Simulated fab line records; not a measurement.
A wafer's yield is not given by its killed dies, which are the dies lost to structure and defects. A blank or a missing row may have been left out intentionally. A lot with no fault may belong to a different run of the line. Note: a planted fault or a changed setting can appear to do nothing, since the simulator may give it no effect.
Lot-split experiment    flow n5Finfet    39 wafers read from 7 lots, route of 1938 steps

== THE SPLIT ITSELF ==
At N5_MOL_CONTACT_COAG_SPUTTER_130 (material Co, target thk 47.5 nm), the setting powerW was moved away from the recipe's 3000 W on 9 of the 39 wafers read, by -17.9% to +13.4%. For the rest of the wafers, this setting stayed at what the recipe calls for.

Reading taken at the split's own step.

== THE READING ==
Co_of_MOL_CONTACT_COAG_SPUTTER_130.thkNm (the simulator's own value, which no gauge read), in nm, at N5_MOL_CONTACT_COAG_SPUTTER_130 (material Co, target thk 47.5 nm). The file gives no usual value for it. Average 47.5 nm, standard deviation 0.59 nm, over the 30 wafers here run with the recipe.

wafer   tool, chamber at the split  powerW as run, W  against the recipe  Co_of_MOL_CONTACT_COAG_SPUTTER_130.thkNm, nm  against lot-mates on the recipe
L079.1  pvdSputter-02, -            3000              recipe              47.6                                          -
L079.3  pvdSputter-02, -            3000              recipe              47.2                                          -
L079.5  pvdSputter-02, -            3000              recipe              46.8                                          -
L082.1  pvdSputter-02, -            3000              recipe              46.8                                          -
L082.2  pvdSputter-02, -            3000              recipe              47                                            -
L082.3  pvdSputter-02, -            3000              recipe              47                                            -
L082.5  pvdSputter-02, -            3000              recipe              47                                            -
L082.4  pvdSputter-02, -            3000              recipe              47.2                                          -
L082.6  pvdSputter-02, -            3000              recipe              47.2                                          -
L083.1  pvdSputter-01, -            3000              recipe              48.6                                          -
L083.2  pvdSputter-01, -            3000              recipe              48.2                                          -
L083.3  pvdSputter-01, -            2791              -7.0%               45.2                                          -3.1
L083.4  pvdSputter-01, -            2791              -7.0%               44.8                                          -3.5
L083.6  pvdSputter-01, -            2791              -7.0%               44.8                                          -3.5
L083.5  pvdSputter-01, -            3000              recipe              48                                            -
L085.1  pvdSputter-01, -            2464              -17.9%              38.8                                          -8.6
L085.6  pvdSputter-01, -            2464              -17.9%              38.8                                          -8.6
L085.2  pvdSputter-01, -            2464              -17.9%              39                                            -8.4
L085.3  pvdSputter-01, -            3000              recipe              47.2                                          -
L085.4  pvdSputter-01, -            3000              recipe              47.2                                          -
L085.5  pvdSputter-01, -            3000              recipe              47.8                                          -
L087.1  pvdSputter-01, -            3000              recipe              46.8                                          -
L087.2  pvdSputter-01, -            3000              recipe              47                                            -
L087.3  pvdSputter-01, -            3000              recipe              47                                            -
L087.6  pvdSputter-01, -            3000              recipe              47                                            -
L087.4  pvdSputter-01, -            3000              recipe              46.6                                          -
L087.5  pvdSputter-01, -            3000              recipe              46.4                                          -
L089.1  pvdSputter-01, -            3000              recipe              48.2                                          -
L089.4  pvdSputter-01, -            3000              recipe              48.2                                          -
L089.2  pvdSputter-01, -            3000              recipe              47.8                                          -
L089.3  pvdSputter-01, -            3000              recipe              47.8                                          -
L089.5  pvdSputter-01, -            3000              recipe              48                                            -
L089.6  pvdSputter-01, -            3000              recipe              48.4                                          -
L097.1  pvdSputter-01, -            3000              recipe              48                                            -
L097.2  pvdSputter-01, -            3403              +13.4%              54.2                                          +6.3
L097.3  pvdSputter-01, -            3403              +13.4%              54.2                                          +6.3
L097.4  pvdSputter-01, -            3000              recipe              48.2                                          -
L097.5  pvdSputter-01, -            3403              +13.4%              54                                            +6.1
L097.6  pvdSputter-01, -            3000              recipe              47.6                                          -

THE FIT
A straight line over all 39 wafers: Co_of_MOL_CONTACT_COAG_SPUTTER_130.thkNm changes by +0.477 nm for each +1% of powerW; r = +0.98; the points scatter about the line by 0.58 nm.
The same after taking each lot's own level away (the mean of its wafers on the recipe; 39 wafers): +0.472 nm for each +1%; r = +1.00; scatter 0.23 nm.
On that fit, the largest move of powerW shifts the reading by 8.4 nm.
Across the lots, their own levels run from 46.80 to 48.27 nm, a range of 2.5 times the standard deviation given above.
The two slopes are in agreement: the lot-to-lot level therefore moves the slope only a little.
Check: for one of the wafers moved furthest among these (-17.9%), held out of the fit, the line's prediction against its lot-mates is -8.42 nm. Against them it came out at -8.6 nm.

== OTHER SPLITS APPLIED TO THESE WAFERS ==
Before the reading, these wafers also passed through other splits. Each is held against what the fit with the lots' levels taken away leaves over:
other split on the same wafers    wafers away from the commonest value  r with Co_of_MOL_CONTACT_COAG_SPUTTER_130.thkNm (lot level and that fit taken away)
N5_FIN_CUT_CUT_ETCH_15 biasW      as run: not given for these wafers    -
N5_DUMMY_GATE_ETCH_37 sourceW     15                                    +0.06
N5_SD_ACTIVATION_LSA_01 tempC     15                                    +0.04
N5_HKMG_FIN_HK_ALD_01 aldCycles   18                                    -0.03
N5_HKMG_FIN_ETCH_55 biasW         12                                    +0.25
N5_HKMG_FIN_ETCH_86 targetDepthA  18                                    +0.17
N5_GATE_CUT_ALD_22 aldCycles      15                                    -0.11

== THE FILE'S OWN FIT ==
Co_of_MOL_CONTACT_COAG_SPUTTER_130.thkNm changes by +0.472 nm for each +1% of powerW, r = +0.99.
